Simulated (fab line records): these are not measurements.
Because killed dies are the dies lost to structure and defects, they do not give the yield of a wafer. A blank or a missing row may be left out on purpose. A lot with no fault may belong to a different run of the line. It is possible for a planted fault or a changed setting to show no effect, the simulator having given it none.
What tool caused it? | flow nand-harc | 12 lots, 36 wafers sampled, at 1 step of a route of 1159

WHAT THE GAUGES SHOWED, per wafer
NHARC_A_SGD_CUT_INSPECT_25.
lot  | measured     | on                | raw-defect-count
L075 | day 13 23:19 | defect-inspect-01 | 237 255 260
L076 | day 14 11:56 | defect-inspect-02 | 464 349 324
L078 | day 15 04:02 | defect-inspect-01 | 511 251 375
L080 | day 16 02:47 | defect-inspect-01 | 224 233 157
L084 | day 16 18:31 | defect-inspect-01 | 298 197 180
L083 | day 16 18:40 | defect-inspect-01 | 523 351 292
L089 | day 17 19:19 | defect-inspect-01 | 195 209 227
L088 | day 17 19:29 | defect-inspect-01 | 454 377 504
L092 | day 18 05:42 | defect-inspect-01 | 279 240 316
L093 | day 18 23:13 | defect-inspect-01 | 358 237 263
L096 | day 19 09:27 | defect-inspect-02 | 247 220 338
L097 | day 20 07:15 | defect-inspect-02 | 289 289 423

WHICH TOOL RAN EACH LOT (tool, then ch and the chambers of the sampled wafers, then the start)
Before these readings, the record contains no process step.

THE ANSWER, worked out from the rows above alone
Rule: what is usual is taken from the lots themselves. Put in order of their means at a reading, lots are off if they are a third of the lots or fewer, leave a main group of 4 or more, and stand apart from it by a gap of 3 or more times the standard deviation of the main group's means; of several such gaps the widest counts. The tables above print the reading to a certain number of digits; a main group whose means all agree to those digits is not used. Also off: a lot with no number at a reading for which 4 or more lots have one. All remaining lots with rows at the step are treated as sound.
Across all readings shown, no lot is off: no conclusion can be drawn from this.

WHAT THE SIMULATOR HAD PUT IN
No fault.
